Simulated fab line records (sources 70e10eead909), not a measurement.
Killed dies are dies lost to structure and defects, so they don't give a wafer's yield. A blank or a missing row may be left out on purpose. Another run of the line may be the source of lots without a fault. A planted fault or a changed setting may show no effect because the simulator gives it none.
Matching of chambers + flow nand_harc + 3 sister chambers for NHARC_P_M2_PRE_CLEAN_32 on pecvd-02
The step time 12 s. 22 wafers are shown with their chamber, then 11 later ones without.

## WAFERS PAIRED WITH THEIR CHAMBERS
| wafer  | chamber | heater_power_w (W) | heater_power_outer_w (W) |
|--------|---------|--------------------|--------------------------|
| L075.1 | 0       | 475                | 278                      |
| L075.4 | 2       | 550                | 323                      |
| L075.5 | 0       | 474                | 279                      |
| L076.1 | 2       | 555                | 313                      |
| L076.4 | 1       | 688                | 382                      |
| L076.5 | 0       | 501                | 286                      |
| L077.3 | 0       | 469                | 273                      |
| L077.4 | 1       | 595                | 325                      |
| L077.6 | 2       | 575                | 330                      |
| L079.1 | 1       | 590                | 324                      |
| L079.3 | 2       | 524                | 292                      |
| L079.6 | 0       | 535                | 323                      |
| L083.1 | 1       | 628                | 360                      |
| L083.3 | 2       | 559                | 313                      |
| L083.5 | 0       | 511                | 316                      |
| L087.3 | 0       | 502                | 289                      |
| L087.4 | 2       | 564                | 311                      |
| L087.6 | 1       | 521                | 280                      |
| L089.1 | 1       | 517                | 280                      |
| L089.4 | 2       | 555                | 317                      |
| L089.6 | 0       | 467                | 277                      |
| L091.2 | 0       | 456                | 259                      |

SIGNATURES, as means of the wafers listed above
| reading              | chamber 0 | chamber 1 | chamber 2 | scatter within a chamber |
|----------------------|-----------|-----------|-----------|--------------------------|
| heater_power_w       | 487.78    | 589.83    | 554.57    | 38.3                     |
| heater_power_outer_w | 286.67    | 325.17    | 314.14    | 25.9                     |
Rule: a wafer's distance from a chamber is the root of the sum, over the readings, of the square of ((its reading less the chamber's mean) divided by the reading's scatter). The wafer belongs to the nearest chamber; if the next one is less than 2 further off, it can't be placed. How the scatter is found: for the shown wafers, subtract from each reading the mean of its chamber, square and add these, divide the total by (wafers less chambers), then take the root.

## WAFERS WHOSE CHAMBER IS MISSING
| wafer  | heater_power_w (W) | heater_power_outer_w (W) |
|--------|--------------------|--------------------------|
| L091.3 | 527                | 290                      |
| L091.6 | 457                | 265                      |
| L093.3 | 511                | 309                      |
| L093.4 | 613                | 347                      |
| L093.6 | 501                | 306                      |
| L094.1 | 471                | 273                      |
| L094.2 | 591                | 339                      |
| L094.4 | 589                | 327                      |
| L096.2 | 619                | 356                      |
| L096.4 | 524                | 307                      |
| L096.5 | 583                | 347                      |

## THE CHAMBER EACH PASSED THROUGH
| wafer  | from the rows above          | in truth |
|--------|------------------------------|----------|
| L091.3 | can't be placed: 0 or 2 or 1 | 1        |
| L091.6 | 0                            | 0        |
| L093.3 | can't be placed: 0 or 2 or 1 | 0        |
| L093.4 | can't be placed: 1 or 2      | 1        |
| L093.6 | can't be placed: 0 or 2 or 1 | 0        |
| L094.1 | 0                            | 0        |
| L094.2 | can't be placed: 1 or 2      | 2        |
| L094.4 | can't be placed: 1 or 2      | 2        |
| L096.2 | can't be placed: 1 or 2      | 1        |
| L096.4 | can't be placed: 2 or 0 or 1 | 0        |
| L096.5 | can't be placed: 1 or 2      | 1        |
Correctly placed: 2 of 11. Not placeable from these rows: 9 (in 9, the candidates include the true chamber). Wrongly placed: 0.
